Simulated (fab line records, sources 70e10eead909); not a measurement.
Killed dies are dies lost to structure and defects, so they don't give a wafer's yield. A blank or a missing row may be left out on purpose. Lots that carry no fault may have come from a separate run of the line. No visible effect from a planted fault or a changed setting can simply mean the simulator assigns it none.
fab line records | flow nandHarc
record lots=5 wafers=15 lastDay=34
route steps=1302 shown P_BONDPAD@360 END@1302
lots with no fault: from the same line, run without faults
startH: hours from the record's first day to the start of the lot's first wafer shown | waitH: time in hours since the lot's previous step | " identical to the entry in the row above | L1.1+2: several wafers, shown together as one row | - no value, or no start given | * or withheld: withheld | < > ~ a bound
route shown NAME@n: NAME is a module with steps in the file, n the number in the route of the first one | usual: the fault-free wafers' mean and standard deviation | same: alike in all rows | chamber/n: place in a boat | sites: per-site readings | _std_site: the values' standard deviation | _edge_site: inner sites' mean taken away from outer sites' mean | radiusMm: for every site, how far away it sits from the centre of the wafer | mask NAME#n: copy n | behind: the most recent tool/chamber to have shaped the wafer | hold: why the lot was held/for how many hours/how that ended | device: names the non-switching transistor (n, p or np) | end of line: at the end of the route, the tests of the same wafers | step lacking rows: just its recipe | killed: the dies lost at the first sort to structure and to defects; this is not the yield of the wafer | map: a wafer's dies, x killed, . not, _ none there
set.NAME: setting as actually run; set.NAME@STEP: the setting as run at that earlier step | model.NAME: the simulator's own value behind a step, which no gauge read
a table for each step, a row for each wafer; lots at some steps of the route
services: when a tool's chamber went out of use (startH, in hours from the record's first day, below 0 if earlier), for how many hours, and the reason
## steps
# step NHARC_P_BONDPAD_EBR_05
# step NHARC_P_BONDPAD_EXPOSE_06
# recipe na=0.55 doseMj=37.06 maskId=P_BPAD
# step NHARC_P_BONDPAD_PEB_07
# recipe pebTempC=128 pebTimeS=80
# step NHARC_P_BONDPAD_DEVELOP_08
# recipe timeS=50 devTempC=22
# step NHARC_P_BONDPAD_CD_MEAS_09
# recipe targetCdNm=500 landingEnergyEv=500
# usual cdNm=500.2/1.8
# columns lot.wafer tool chamber startH waitH cdNm
L223.2 cdSem-01 0 159.06 - 500.2
L223.3 " 0 " " 501.4
L223.5 " 0 " " 499.6
L224.2 cdSem-02 0 177.04 - 502.6
L224.4 " 0 " " 501.5
L224.5 " 0 " " 503.3
L231.1 cdSem-01 0 242.49 - 501.7
L231.2 " 0 " " 500.4
L231.4 " 0 " " 502.8
L232.1 cdSem-03 0 260.08 - 500.7
L232.3 " 0 " " 502.2
L232.4 " 0 " " 499.6
L243.4 cdSem-01 0 359.06 - 501.3
L243.5 " 0 " " 499.9
L243.6 " 0 " " 502.7
# step NHARC_P_BONDPAD_OVL_MEAS_38
# usual overlayXNm=0/5.7 overlayYNm=1/5.2
# columns lot.wafer tool chamber startH waitH overlayXNm overlayYNm
L223.2 overlay-01 - 159.15 - -6 3
L223.3 " - " " -5 3
L223.5 " - " " -6 3
L224.2 overlay-01 - 177.12 - -1 2
L224.4 " - " " -1 1
L224.5 " - " " 0 2
L231.1 overlay-02 - 242.58 - 16 1
L231.2 " - " " 17 1
L231.4 " - " " 16 1
L232.1 overlay-02 - 260.17 - 7 -4
L232.3 " - " " 8 -4
L232.4 " - " " 8 -5
L243.4 overlay-02 - 359.14 - -1 2
L243.5 " - " " -1 2
L243.6 " - " " -1 2
# step NHARC_P_BONDPAD_HARDBAKE_10
# recipe tempC=118 timeS=65
# step NHARC_P_BONDPAD_DESCUM_11
# recipe timeS=3 o2FlowSccm=200 arFlowSccm=0 biasPowerW=0 chemistry=O2
# usual drypumpMotorCurrentA=5.4/0.61 oesProductAu=0.999/0.01 rfVppV=57.7/0.89 showerheadPlenumPTorr=1.91/0.081 throttleValvePct=11.311/0.0089
# same biasPowerW=0
# columns lot.wafer tool chamber startH waitH drypumpMotorCurrentA oesProductAu rfHoursCounterH rfVppV showerheadPlenumPTorr throttleValvePct
L223.2 rieDiel-04 2 159.28 - 4.7 1.001 9.0 56.6 1.85 11.308
L223.3 " 3 " " 4.7 1.005 8.9 56.9 1.99 11.310
L223.5 " 2 " " 4.7 1.002 - 57.1 1.85 11.316
L224.2 rieDiel-02 3 177.26 - 5.4 1.008 3.2 56.3 1.83 11.310
L224.4 " 0 " " 6.3 0.995 3.4 57.6 1.98 11.301
L224.5 " 1 " " 5.9 1.001 - 57.1 1.86 11.323
L231.2 rieDiel-04 0 242.71 - 5.9 0.994 1.7 58.5 1.82 11.305
L231.1 " 1 " " 4.8 0.987 1.9 58.4 2.04 11.314
L231.4 " 2 " " 4.7 0.994 1.8 56.3 1.84 11.307
L232.1 rieDiel-02 2 260.29 - 5.0 1.021 0.9 58.7 1.90 11.296
L232.3 " 3 " " 5.4 0.994 0.9 58.0 1.83 11.313
L232.4 " 0 " " 6.4 1.024 0.9 58.3 1.98 11.302
L243.4 rieDiel-02 3 359.28 - 5.4 0.994 3.6 56.9 1.83 11.297
L243.5 " 1 " " 5.9 1.000 - 57.3 1.86 11.298
L243.6 " 2 " " 5.0 1.018 - 56.8 1.90 11.295
# step NHARC_P_BONDPAD_ETCH_37
# recipe targetDepthA=600 overetchA=180 timeS=65.91 ionEnergyEv=200 n2FlowSccm=150 h2FlowSccm=150 arFlowSccm=0 rfW=400 biasW=150 chemistry=N2/H2
# usual biasW=150.0/0.44 drypumpMotorCurrentA=5.4/0.61 oesProductAu=0.998/0.012 rfVppV=430.3/2.6 runLengthS=87.0/0.39 showerheadPlenumPTorr=2.03/0.091 throttleValvePct=14.173/0.0087
# columns lot.wafer tool chamber startH waitH biasW drypumpMotorCurrentA oesProductAu rfHoursCounterH rfVppV runLengthS showerheadPlenumPTorr throttleValvePct
L223.2 rieDiel-04 0 159.36 0.1 150.4 5.9 1.000 8.4 428.7 86.8 1.94 14.176
L223.3 " 2 " " 149.9 4.7 1.008 9.0 427.6 87.2 1.97 14.178
L223.5 " 1 " " 149.8 4.8 1.006 - 434.9 86.8 2.18 14.173
L224.2 rieDiel-02 3 177.33 0.1 150.1 5.4 0.999 3.2 427.3 86.4 1.95 14.189
L224.4 " 1 " " 149.3 6.0 0.990 3.8 429.6 86.8 1.99 14.175
L224.5 " 3 " " 150.6 5.4 0.989 - 429.0 86.3 1.95 14.164
L231.1 rieDiel-04 2 242.79 0.1 149.8 4.7 0.995 1.8 428.9 87.1 1.96 14.182
L231.2 " 3 " " 150.4 4.7 0.993 1.6 432.8 87.5 2.12 14.165
L231.4 " 0 " " 150.3 5.9 0.997 1.7 427.2 86.5 1.94 14.177
L232.1 rieDiel-02 2 260.38 0.1 149.7 5.0 1.025 0.9 429.3 87.3 2.02 14.172
L232.3 " 3 " " 150.4 5.4 0.992 0.9 427.3 86.5 1.94 14.171
L232.4 " 0 " " 150.2 6.3 1.034 0.9 432.7 87.0 2.11 14.163
L243.4 rieDiel-02 3 359.36 0.1 149.7 5.4 1.001 3.7 428.4 86.5 1.94 14.168
L243.5 " 2 " " 150.0 5.0 1.020 - 430.9 87.2 2.02 14.182
L243.6 " 3 " " 150.0 5.4 0.989 - 428.9 86.2 1.94 14.168
# step NHARC_P_BONDPAD_ETCH_12
# recipe targetDepthA=2000 timeS=100 chf3FlowSccm=50 o2FlowSccm=10 arFlowSccm=200 rfW=500 biasW=200 chemistry=CHF3/O2
# usual biasW=200.0/0.55 drypumpMotorCurrentA=5.4/0.62 oesProductAu=0.943/0.023 rfVppV=370.5/2.3 runLengthS=121.2/0.41 showerheadPlenumPTorr=2.40/0.098 throttleValvePct=20.572/0.0089
# columns lot.wafer tool chamber startH waitH biasW drypumpMotorCurrentA oesProductAu rfHoursCounterH rfVppV runLengthS showerheadPlenumPTorr throttleValvePct
L223.2 rieDiel-04 3 - - 200.7 4.7 0.931 8.9 372.7 121.6 2.49 20.551
L223.3 " 0 " " 201.0 5.9 0.929 8.5 368.1 120.8 2.29 20.578
L223.5 " 0 " " 200.5 5.9 0.917 - 368.9 121.4 2.29 20.577
L224.4 rieDiel-02 2 - - 199.9 5.0 0.951 3.7 369.9 121.5 2.38 20.579
L224.2 " 0 " " 199.9 6.3 0.941 3.4 374.8 121.0 2.48 20.579
L224.5 " 1 " " 199.9 5.9 0.934 - 369.6 120.9 2.34 20.579
L231.1 rieDiel-04 3 - - 200.1 4.7 0.950 1.7 372.1 121.5 2.49 20.560
L231.4 " 0 " " 200.7 5.9 0.949 1.7 368.2 120.6 2.29 20.566
L231.2 " 1 " " 199.8 4.8 0.948 1.9 372.5 121.0 2.56 20.567
L232.1 rieDiel-02 3 - - 199.2 5.4 0.922 0.9 368.0 120.8 2.30 20.591
L232.4 " 0 " " 200.3 6.4 0.946 0.9 370.7 121.7 2.48 20.568
L232.3 " 2 " " 200.3 5.0 0.934 1.0 370.7 121.3 2.38 20.571
L243.4 rieDiel-02 0 - - 199.7 6.3 0.996 3.8 371.4 121.0 2.48 20.592
L243.5 " 3 " " 199.4 5.4 0.968 - 368.5 120.5 2.30 20.570
L243.6 " 0 " " 198.7 6.4 0.995 - 371.5 120.9 2.48 20.573
# step NHARC_P_BONDPAD_CD_MEAS_13
# usual cdNm=499.9/1.9
# columns lot.wafer tool chamber startH waitH cdNm
L223.2 cdSem-03 - 159.59 - 500.7
L223.3 " - " " 500.2
L223.5 " - " " 499.1
L224.2 cdSem-01 - 177.56 - 502.9
L224.4 " - " " 502.1
L224.5 " - " " 502.6
L231.1 cdSem-01 - 243.02 - 500.2
L231.2 " - " " 499.6
L231.4 " - " " 502.9
L232.1 cdSem-03 - 260.61 - 500.1
L232.3 " - " " 502.3
L232.4 " - " " 500.3
L243.4 cdSem-01 - 359.59 - 501.5
L243.5 " - " " 500.2
L243.6 " - " " 503.6
# step NHARC_P_BONDPAD_STRIP_15
# recipe o2FlowSccm=500 arFlowSccm=0 biasW=0 chemistry=O2
# usual drypumpMotorCurrentA=5.5/0.62 oesProductAu=0.997/0.011 rfVppV=57.6/0.86 showerheadPlenumPTorr=3.53/0.16 throttleValvePct=17.036/0.0085
# same biasW=0
# columns lot.wafer tool chamber startH waitH drypumpMotorCurrentA oesProductAu rfHoursCounterH rfVppV showerheadPlenumPTorr throttleValvePct
L223.2 rieDiel-02 2 159.68 0.1 5.0 1.008 3.4 57.1 3.50 17.027
L223.3 " 3 " " 5.4 0.988 3.0 57.2 3.38 17.027
L223.5 " 2 " " 5.1 1.005 - 57.6 3.50 17.032
L224.2 rieDiel-07 1 177.65 0.1 5.3 1.013 4.0 56.7 3.34 17.041
L224.4 " 3 " " 6.2 0.993 3.8 56.6 3.37 17.042
L224.5 " 0 " " 6.5 1.004 - 57.4 3.67 17.042
L231.4 rieDiel-02 3 243.11 0.1 5.4 0.985 0.3 57.3 3.38 17.036
L231.2 " 0 " " 6.4 1.022 0.4 58.8 3.64 17.027
L231.1 " 1 " " 6.0 0.994 0.5 57.6 3.44 17.048
L232.4 rieDiel-04 0 260.68 0.1 5.9 1.001 2.4 58.2 3.37 17.048
L232.1 " 2 " " 4.7 0.990 2.7 57.5 3.41 17.040
L232.3 " 3 " " 4.6 0.995 2.3 56.6 3.66 17.039
L243.4 rieDiel-07 0 359.68 0.1 6.5 1.015 3.1 58.6 3.66 17.050
L243.5 " 2 " " 5.4 1.003 - 58.5 3.77 17.037
L243.6 " 3 " " 6.2 0.992 - 56.7 3.36 17.025
# step NHARC_P_BONDPAD_ETCH_24
# recipe targetDepthA=300 overEtchFrac=0.3 timeS=72.99 ionEnergyEv=150 cf4FlowSccm=50 n2FlowSccm=100 arFlowSccm=150 rfW=300 biasW=100 chemistry=CF4/N2
# usual biasW=99.94/0.3 drypumpMotorCurrentA=5.5/0.66 oesProductAu=0.999/0.01 rfVppV=314.3/2.2 runLengthS=94.2/0.34 showerheadPlenumPTorr=2.62/0.12 throttleValvePct=19.795/0.009
# columns lot.wafer tool chamber startH waitH biasW drypumpMotorCurrentA oesProductAu rfHoursCounterH rfVppV runLengthS showerheadPlenumPTorr throttleValvePct
L223.2 rieDiel-02 2 159.83 - 100.33 5.0 1.010 3.5 314.0 94.7 2.61 19.795
L223.3 " 3 " " 100.39 5.4 0.984 3.0 311.5 93.3 2.51 19.780
L223.5 " 1 " " 99.97 6.0 0.987 - 314.6 94.1 2.56 19.787
L224.2 rieDiel-07 3 177.80 - 100.01 6.2 1.016 3.8 312.1 94.0 2.50 19.820
L224.4 " 0 " " 100.24 6.5 1.016 3.7 316.4 94.3 2.73 19.800
L224.5 " 2 " " 100.25 5.5 1.002 - 317.0 94.7 2.81 19.774
L231.2 rieDiel-02 0 243.24 - 100.53 6.3 1.010 0.4 316.1 94.6 2.71 19.806
L231.4 " 1 " " 99.84 5.9 0.994 0.5 313.6 94.3 2.56 19.789
L231.1 " 3 " " 100.37 5.4 0.982 0.4 310.7 93.7 2.51 19.811
L232.4 rieDiel-04 1 260.84 - 99.95 4.8 0.988 2.8 316.7 93.8 2.80 19.787
L232.3 " 3 " " 99.41 4.6 0.987 2.3 315.8 94.4 2.72 19.800
L232.1 " 0 " " - 5.9 0.994 2.5 312.6 77.1 2.51 19.806
L243.4 rieDiel-07 0 359.80 - 100.20 6.5 1.003 3.1 316.4 94.5 2.72 19.805
L243.6 " 0 " " 100.30 6.5 1.006 - 316.4 94.9 2.73 19.805
L243.5 " 1 " " 99.66 5.3 1.000 - 311.3 94.2 2.48 19.806
# step NHARC_P_BONDPAD_STRIP_16
# recipe timeS=600 tempC=30 chemistry=postEtchResidueRemover
# step NHARC_END_SORT_01
# recipe tempC=25
# usual defectLimitedYield=91.6/2.8 killedAtArray=52/18 killedAtOther=0.6/0.83 killedAtPeriphery=4.3/2.8 killedDies=57/19 killedOpen=3.4/2 killedShort=2.5/1.7 sort_bin_2_pct=3.0/1.1 sort_bin_3_pct=0.6/0.41 sort_bin_4_pct=4.7/1.6 sortNPass=620/19 sortRimYieldPct=91/3.7 sortYieldPct=91.6/2.8
# same grossDies=677 sort_bin_5_pct[%]=0 sort_bin_6_pct[%]=0 sort_bin_7_pct[%]=0 sort_bin_8_pct[%]=0 sortRimNGross=106.00
# columns lot.wafer tool chamber startH waitH defectLimitedYield[%] killedAtArray killedAtOther killedAtPeriphery killedDies killedOpen killedShort sort_bin_2_pct[%] sort_bin_3_pct[%] sort_bin_4_pct[%] sortNPass sortRimYieldPct[%] sortYieldPct[%]
L224.2 prober-02 0 589.19 2.8 90.7 57 2 4 63 2 1 3.7 1.5 4.1 614 92 90.7
L224.4 prober-02 0 590.79 3.4 89.1 65 0 9 74 4 2 4.9 0 6.1 603 88 89.1
L224.5 prober-02 0 591.60 3.7 87.6 81 0 3 84 1 3 3.8 1.0 7.5 593 86 87.6
L223.2 prober-01 0 593.61 2.8 95.6 25 1 4 30 6 6 1.0 0.4 3.0 647 93 95.6
L223.3 prober-01 0 594.40 3.1 95.7 24 2 3 29 8 3 1.6 0.4 2.2 648 96 95.7
L223.5 prober-01 0 596.00 3.7 96.2 21 1 4 26 3 4 1.9 0 1.9 651 94 96.2
L231.1 prober-02 0 658.43 2.5 87.6 77 1 6 84 6 1 4.4 0.9 7.1 593 85 87.6
L231.2 prober-02 0 659.22 2.8 88.8 69 1 6 76 6 4 5.6 0.9 4.7 601 85 88.8
L231.4 prober-02 0 660.81 3.4 88.9 64 0 11 75 2 2 4.0 1.3 5.8 602 89 88.9
L232.1 prober-01 0 688.22 2.5 93.8 37 2 3 42 3 2 2.1 0 4.1 635 91 93.8
L232.3 prober-01 0 689.82 3.1 94.4 32 1 5 38 2 2 1.8 0.4 3.4 639 85 94.4
L232.4 prober-01 0 690.62 3.4 94.2 36 1 2 39 3 5 2.5 0 3.2 638 90 94.2
L243.4 prober-01 0 816.56 3.4 91.7 52 1 3 56 3 6 2.7 0.7 4.9 621 89 91.7
L243.5 prober-01 0 817.36 3.7 93.2 39 1 6 46 4 3 2.2 0.7 3.8 631 89 93.2
L243.6 prober-01 0 818.17 4.0 92.6 49 0 1 50 3 2 2.8 1.0 3.5 627 90 92.6
# killed by level:class
L224.2 A_CHANNEL_HOLE_D1:chamberFilmFlake=33 A_SLIT:chamberFilmFlake=13 A_STAIRCASE:chamberFilmFlake=3 P_GATE:chamberFilmFlake=2 A_CHANNEL_HOLE_D2:chamberFilmFlake=2 A_CONTACT:chamberFilmFlake=2 HYBRID_BOND:chamberFilmFlake=2 P_CONTACT:geometricParticle:open=1
L224.4 A_CHANNEL_HOLE_D1:chamberFilmFlake=36 A_SLIT:chamberFilmFlake=18 P_GATE:chamberFilmFlake=8 A_CHANNEL_HOLE_D2:chamberFilmFlake=3 A_CONTACT:chamberFilmFlake=2 P_CONTACT:geometricParticle:open=1 A_CHANNEL_FILL_D1:geometricParticle:short=1 A_DECK1_JOINT:geometricParticle:open=1
L224.5 A_CHANNEL_HOLE_D1:chamberFilmFlake=41 A_SLIT:chamberFilmFlake=18 A_CONTACT:chamberFilmFlake=10 A_CHANNEL_HOLE_D2:chamberFilmFlake=5 A_CHANNEL_FILL_D1:geometricParticle:short=2 P_GATE:chamberFilmFlake=2 A_DECK1_JOINT:chamberFilmFlake=2 A_STAIRCASE:chamberFilmFlake=2
L223.2 A_STAIRCASE:chamberFilmFlake=4 A_SLIT:chamberFilmFlake=4 P_CONTACT:geometricParticle:open=3 A_CONTACT:chamberFilmFlake=3 A_ONON_D1:geometricParticle:short=2 A_CHANNEL_HOLE_D1:chamberFilmFlake=2 A_CHANNEL_HOLE_D2:chamberFilmFlake=2 P_GATE:geometricParticle:open=1
L223.3 A_STAIRCASE:chamberFilmFlake=9 A_DECK1_JOINT:geometricParticle:open=3 A_CHANNEL_HOLE_D2:chamberFilmFlake=3 P_M0:geometricParticle:open=2 A_SLIT:chamberFilmFlake=2 THIN_TSV:chamberFilmFlake=2 P_M0:geometricParticle:short=1 A_WL_FILL:geometricParticle:short=1
L223.5 A_CONTACT:chamberFilmFlake=6 A_CHANNEL_HOLE_D2:chamberFilmFlake=5 A_STAIRCASE:chamberFilmFlake=3 A_SLIT:chamberFilmFlake=2 P_CONTACT:geometricParticle:short=1 P_M0:geometricParticle:short=1 P_M2:geometricParticle:open=1 A_CHANNEL_HOLE_D1:geometricParticle:short=1
L231.1 A_CHANNEL_HOLE_D1:chamberFilmFlake=32 A_SLIT:chamberFilmFlake=18 A_CONTACT:chamberFilmFlake=10 A_CHANNEL_HOLE_D2:chamberFilmFlake=8 P_CONTACT:chamberFilmFlake=3 A_DECK1_JOINT:geometricParticle:open=2 P_CONTACT:geometricParticle:open=1 A_ONON_D1:geometricParticle:open=1
L231.2 A_CHANNEL_HOLE_D1:chamberFilmFlake=31 A_SLIT:chamberFilmFlake=14 A_CHANNEL_HOLE_D2:chamberFilmFlake=8 A_CONTACT:chamberFilmFlake=6 A_CHANNEL_FILL_D2:chamberFilmFlake=3 A_DECK1_JOINT:geometricParticle:short=2 A_CHANNEL_FILL_D2:geometricParticle:short=2 P_STI:chamberFilmFlake=2
L231.4 A_CHANNEL_HOLE_D1:chamberFilmFlake=30 A_SLIT:chamberFilmFlake=11 A_CHANNEL_HOLE_D2:chamberFilmFlake=9 A_CONTACT:chamberFilmFlake=9 P_STI:chamberFilmFlake=5 P_CONTACT:chamberFilmFlake=2 A_STAIRCASE:chamberFilmFlake=2 P_M0:geometricParticle:short=1
L232.1 A_SLIT:chamberFilmFlake=18 A_CONTACT:chamberFilmFlake=8 A_CHANNEL_HOLE_D1:chamberFilmFlake=3 P_CONTACT:chamberFilmFlake=2 A_CHANNEL_FILL_D1:chamberFilmFlake=2 P_GATE:geometricParticle:open=1 A_CHANNEL_FILL_D1:geometricParticle:open=1 A_WL_FILL:geometricParticle:open=1
L232.3 A_SLIT:chamberFilmFlake=17 A_CHANNEL_HOLE_D1:chamberFilmFlake=4 P_CONTACT:chamberFilmFlake=4 A_WL_FILL:chamberFilmFlake=2 A_CONTACT:chamberFilmFlake=2 A_ONON_D1:geometricParticle:short=1 A_CHANNEL_FILL_D1:geometricParticle:open=1 A_WL_FILL:geometricParticle:short=1
L232.4 A_SLIT:chamberFilmFlake=14 A_WL_FILL:chamberFilmFlake=4 A_CHANNEL_HOLE_D1:chamberFilmFlake=3 A_CONTACT:chamberFilmFlake=3 A_WL_FILL:geometricParticle:open=2 P_CONTACT:chamberFilmFlake=2 A_DECK1_JOINT:chamberFilmFlake=2 A_CHANNEL_HOLE_D1:geometricParticle:open=1
L243.4 A_CHANNEL_HOLE_D2:chamberFilmFlake=17 A_SLIT:chamberFilmFlake=9 A_CHANNEL_HOLE_D1:chamberFilmFlake=8 A_CONTACT:chamberFilmFlake=8 A_WL_FILL:geometricParticle:short=2 A_DECK1_JOINT:chamberFilmFlake=2 P_CONTACT:geometricParticle:short=1 P_M0:geometricParticle:open=1
L243.5 A_CHANNEL_HOLE_D2:chamberFilmFlake=13 A_SLIT:chamberFilmFlake=10 A_CHANNEL_HOLE_D1:chamberFilmFlake=6 A_CONTACT:chamberFilmFlake=3 A_STAIRCASE:chamberFilmFlake=2 P_CONTACT:geometricParticle:open=1 P_M0:geometricParticle:open=1 P_M2:geometricParticle:open=1
L243.6 A_CHANNEL_HOLE_D2:chamberFilmFlake=11 A_CHANNEL_HOLE_D1:chamberFilmFlake=9 A_SLIT:chamberFilmFlake=9 A_CONTACT:chamberFilmFlake=8 A_STAIRCASE:chamberFilmFlake=3 A_DECK1_JOINT:chamberFilmFlake=2 A_ONON_D1:geometricParticle:open=1 A_WL_FILL:geometricParticle:short=1
## services
# columns tool chamber startH hours kind
rieDiel-02 0 146.70 - clean
rieDiel-02 1 146.70 - clean
rieDiel-02 2 146.70 - clean
rieDiel-02 3 146.70 - clean
rieDiel-07 - 164.94 0.4 repair
rieDiel-02 0 171.20 - clean
rieDiel-02 1 171.20 - clean
rieDiel-02 2 171.20 - clean
rieDiel-02 3 171.20 - clean
rieDiel-04 - 177.90 9.0 pm
rieDiel-02 - 192.16 0.3 repair
rieDiel-02 0 195.70 - clean
rieDiel-02 1 195.70 - clean
rieDiel-02 2 195.70 - clean
rieDiel-02 3 195.70 - clean
rieDiel-07 2 204.64 4.7 repair
rieDiel-02 - 216.70 9.0 pm
rieDiel-02 0 216.70 9.0 ventCycle
rieDiel-02 1 216.70 9.0 ventCycle
rieDiel-02 2 216.70 9.0 ventCycle
rieDiel-02 3 216.70 9.0 ventCycle
rieDiel-04 1 282.13 8.7 repair
rieDiel-07 - 294.20 9.0 pm
rieDiel-04 - 355.13 9.0 pm
## key
firstSign step=NHARC_P_BONDPAD_ETCH_24 reading=runLengthS direction=down sigmas=50 usual=* struck=*
effect none on later readings
metAt NHARC_P_BONDPAD_ETCH_24
struckWafers L232.1
fault kind=processParameterDrift tool=rieDiel-04 chamber=0 onsetH=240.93 steps=NHARC_P_BONDPAD_ETCH_24 channel=timeS offset=* shape=step endH=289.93 actsIn=* stated=*
